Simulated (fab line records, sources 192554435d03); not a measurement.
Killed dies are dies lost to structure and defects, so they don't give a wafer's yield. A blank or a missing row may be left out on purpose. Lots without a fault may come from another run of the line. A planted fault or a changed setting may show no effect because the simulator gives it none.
Chamber matching | flow n5_finfet | N5_BEOL_M7_STRIP_67 on rie_diel-05: 4 sister chambers
The step strips in CF4. 14 wafers are shown with their chamber, then 7 later ones without.

WAFERS WITH THEIR CHAMBER
wafer  | chamber | showerhead_plenum_p_Torr (Torr) | oes_product_au (a.u.) | throttle_valve_pct (%)
L075.2 | 0       | 1.84                            | 0.93                  | 13.43
L075.3 | 2       | 1.80                            | 0.77                  | 13.74
L075.4 | 3       | 1.86                            | 0.71                  | 13.82
L080.2 | 2       | 1.80                            | 0.77                  | 13.75
L080.3 | 0       | 1.84                            | 0.91                  | 13.43
L080.6 | 1       | 1.74                            | 0.77                  | 13.67
L084.2 | 2       | 1.80                            | 0.77                  | 13.79
L084.3 | 0       | 1.84                            | 0.90                  | 13.46
L084.6 | 0       | 1.84                            | 0.90                  | 13.48
L085.1 | 1       | 1.74                            | 0.76                  | 13.73
L085.2 | 0       | 1.83                            | 0.89                  | 13.46
L085.3 | 2       | 1.80                            | 0.77                  | 13.78
L086.3 | 2       | 1.80                            | 0.77                  | 13.80
L086.5 | 2       | 1.79                            | 0.76                  | 13.80

SIGNATURES (means of the wafers above)
reading                  | chamber 0 | chamber 1 | chamber 2 | chamber 3 | scatter within a chamber
showerhead_plenum_p_Torr | 1.8380    | 1.7400    | 1.7983    | 1.8600    | 0.00404
oes_product_au           | 0.9060    | 0.7650    | 0.7683    | 0.7100    | 0.0103
throttle_valve_pct       | 13.4520   | 13.7000   | 13.7767   | 13.8200   | 0.0265
Rule: a wafer's distance from a chamber is the root of the sum, over the readings, of the square of ((its reading less the chamber's mean) divided by the reading's scatter). The wafer belongs to the nearest chamber; if the next one is less than 2 further off, it can't be placed. The scatter: the root of (the sum of the squares of (reading less its chamber's mean) over the shown wafers, divided by (wafers less chambers)).

WAFERS WITHOUT THEIR CHAMBER
wafer  | showerhead_plenum_p_Torr (Torr) | oes_product_au (a.u.) | throttle_valve_pct (%)
L086.6 | 1.74                            | 0.77                  | 13.73
L087.3 | 1.83                            | 0.88                  | 13.49
L087.4 | 1.74                            | 0.77                  | 13.73
L087.5 | 1.79                            | 0.76                  | 13.78
L095.1 | 1.83                            | 0.86                  | 13.51
L095.3 | 1.74                            | 0.76                  | 13.77
L095.6 | 1.83                            | 0.86                  | 13.52

WHICH CHAMBER EACH WENT THROUGH
wafer  | from the rows above | in truth
L086.6 | 1                   | 1
L087.3 | 0                   | 0
L087.4 | 1                   | 1
L087.5 | 2                   | 2
L095.1 | 0                   | 0
L095.3 | 1                   | 1
L095.6 | 0                   | 0
Placed correctly: 7 of 7. Can't be placed from these rows: 0. Placed wrongly: 0.
